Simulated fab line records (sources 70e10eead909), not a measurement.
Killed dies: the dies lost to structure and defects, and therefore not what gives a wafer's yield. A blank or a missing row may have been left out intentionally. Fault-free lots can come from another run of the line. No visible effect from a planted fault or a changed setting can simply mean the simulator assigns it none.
A struck lot beside a sound one	flow nand_harc	18 out of 1159 route steps
Sound: these wafers, L184.2, L184.4, L184.5. Wafers struck: L187.2, L187.4, L187.6. The cause comes at the end.
Order at every step that has rows: each side's tool, ch and its chambers, its first start. Under that, the readings that differ: sound wafers	struck wafers	difference of the means	sigmas: that difference in standard deviations of wafers without a fault.
alike: readings whose means differ by less than 2 such deviations, and words and numbers that are the same on both sides. not compared: withheld readings, readings that some wafer has no value for, bounds like >300 that may hide the same value, and numbers for which the record gives no deviation and whose values overlap.
A row with sigmas, a row that says differs or no value, or rows on one side alone: a step with any of these is where the two part. Non-overlapping numbers with no deviation appear without sigmas and do not part them. A reading missing from all wafers of one side parts the sides only when that side holds two or more wafers.

NHARC_THIN_TSV_GRIND_00:
  sound on grinder-01 ch 0, day 20 23:25; struck on grinder-01 ch 0, day 21 13:56
  alike: motor_current_A
NHARC_THIN_TSV_CMP_01: polishes.
  sound on cmp-02 ch 1,2,3, day 21 00:27; struck on cmp-04 ch 0,1,2, day 21 14:56
  alike: motor_current_A, retaining_ring_pressure_frac
NHARC_THIN_TSV_THK_MEAS_02: measures by ir.
  struck on film_metro-01, day 21 15:12; sound on film_metro-02, day 21 00:42
  alike: thk_nm
then, 3 steps without rows for these wafers: NHARC_THIN_TSV_SRD_03; NHARC_THIN_TSV_PRECLEAN_41 (cleans in SC1); NHARC_THIN_TSV_SRD_42.
NHARC_THIN_TSV_DEP_43: deposits SiO2, target thk 1328.5 nm.
  sound on pecvd-02 ch 0,2, day 21 00:55; struck on pecvd-02 ch 0,1,2, day 21 15:31
  alike: chamber_pressure_Torr, mfc_precursor_sccm, rf_fwd_power_W, throttle_valve_pct
then, 5 steps without rows for these wafers: NHARC_THIN_TSV_DEHYDRATE_04 (time 120 s); NHARC_THIN_TSV_HMDS_05 (time 30 s); NHARC_THIN_TSV_COAT_06; NHARC_THIN_TSV_SOFTBAKE_07 (time 95 s); NHARC_THIN_TSV_EBR_08.
NHARC_THIN_TSV_EXPOSE_09: exposes mask TSV.
  sound on krf_scanner-03 ch 0, day 21 01:28; struck on krf_scanner-01 ch 0, day 21 16:01
reading	sound	struck	difference	sigmas
exposure_dose_mJ_cm2	30.64 30.67 30.66	17.00 17.06 17.06	-13.62	-99 or more
  alike: mask
then, 2 steps without rows for these wafers: NHARC_THIN_TSV_PEB_10 (peb time 85 s); NHARC_THIN_TSV_DEVELOP_11 (time 70 s).
NHARC_THIN_TSV_CD_MEAS_12: target cd 1000 nm.
  sound on cd_sem-03 ch 0, day 21 01:38; struck on cd_sem-01 ch 0, day 21 16:10
reading	sound	struck	difference	sigmas
cd_nm (nm)	1000.5 1001.3 1000.3	993.7 993.7 995.7	-6.3	-3
then, 1 step without rows for these wafers: NHARC_THIN_TSV_HARDBAKE_13 (time 80 s).
NHARC_END_SORT_01:
  the record has rows for the sound wafers here (prober-02 ch 0, day 21 16:16) and none for the struck ones

## WHERE THEY PART
First at NHARC_THIN_TSV_EXPOSE_09; last, within this record, at NHARC_END_SORT_01.

WHY: what the simulator had put in
Drift in process parameters on krf_scanner-01 at NHARC_THIN_TSV_EXPOSE_09, starting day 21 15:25. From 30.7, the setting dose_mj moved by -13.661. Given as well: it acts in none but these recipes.
